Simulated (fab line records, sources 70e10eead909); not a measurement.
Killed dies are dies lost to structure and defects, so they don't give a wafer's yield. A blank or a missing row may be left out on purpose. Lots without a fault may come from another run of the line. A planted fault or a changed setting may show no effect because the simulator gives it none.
Chamber matching | flow nand_harc | NHARC_A_M0_DESCUM_14 on rie_diel-11: 4 sister chambers
The step chemistry O2, time 3 s. 8 wafers are shown with their chamber, then 9 later ones without.

WAFERS WITH THEIR CHAMBER
wafer  | chamber | drypump_motor_current_A (A) | throttle_valve_pct (%)
L076.3 | 3       | 5.8                         | 11.319
L078.6 | 0       | 5.6                         | 11.319
L080.1 | 2       | 5.8                         | 11.323
L080.4 | 1       | 6.0                         | 11.301
L080.5 | 2       | 5.8                         | 11.309
L084.3 | 0       | 5.6                         | 11.330
L084.4 | 1       | 6.0                         | 11.305
L084.5 | 3       | 5.7                         | 11.320

WAFERS WITHOUT THEIR CHAMBER
wafer  | drypump_motor_current_A (A) | throttle_valve_pct (%)
L088.1 | 5.8                         | 11.316
L088.2 | 6.0                         | 11.310
L088.4 | 5.8                         | 11.317
L094.1 | 5.8                         | 11.319
L094.2 | 6.0                         | 11.313
L094.3 | 5.7                         | 11.301
L096.1 | 5.8                         | 11.296
L096.4 | 5.9                         | 11.298
L096.6 | 5.5                         | 11.308

WHICH CHAMBER EACH WENT THROUGH
wafer  | from the rows above          | in truth
L088.1 | can't be placed: 2 or 3      | 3
L088.2 | 1                            | 1
L088.4 | can't be placed: 2 or 3      | 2
L094.1 | can't be placed: 2 or 3      | 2
L094.2 | 1                            | 1
L094.3 | can't be placed: 3 or 2 or 0 | 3
L096.1 | can't be placed: 2 or 3      | 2
L096.4 | can't be placed: 1 or 2      | 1
L096.6 | 0                            | 0
Placed correctly: 3 of 9. Can't be placed from these rows: 6 (the true chamber is among the candidates in 6). Placed wrongly: 0.
How it was worked out, from the rows above alone: a wafer's distance from a chamber is the root of the sum, over the readings, of the square of ((its reading less the chamber's mean) divided by the reading's scatter). The wafer belongs to the nearest chamber; if the next one is less than 2 further off, it can't be placed. A chamber's mean is the mean of its shown wafers. The scatter: the root of (the sum of the squares of (reading less its chamber's mean) over the shown wafers, divided by (wafers less chambers)).
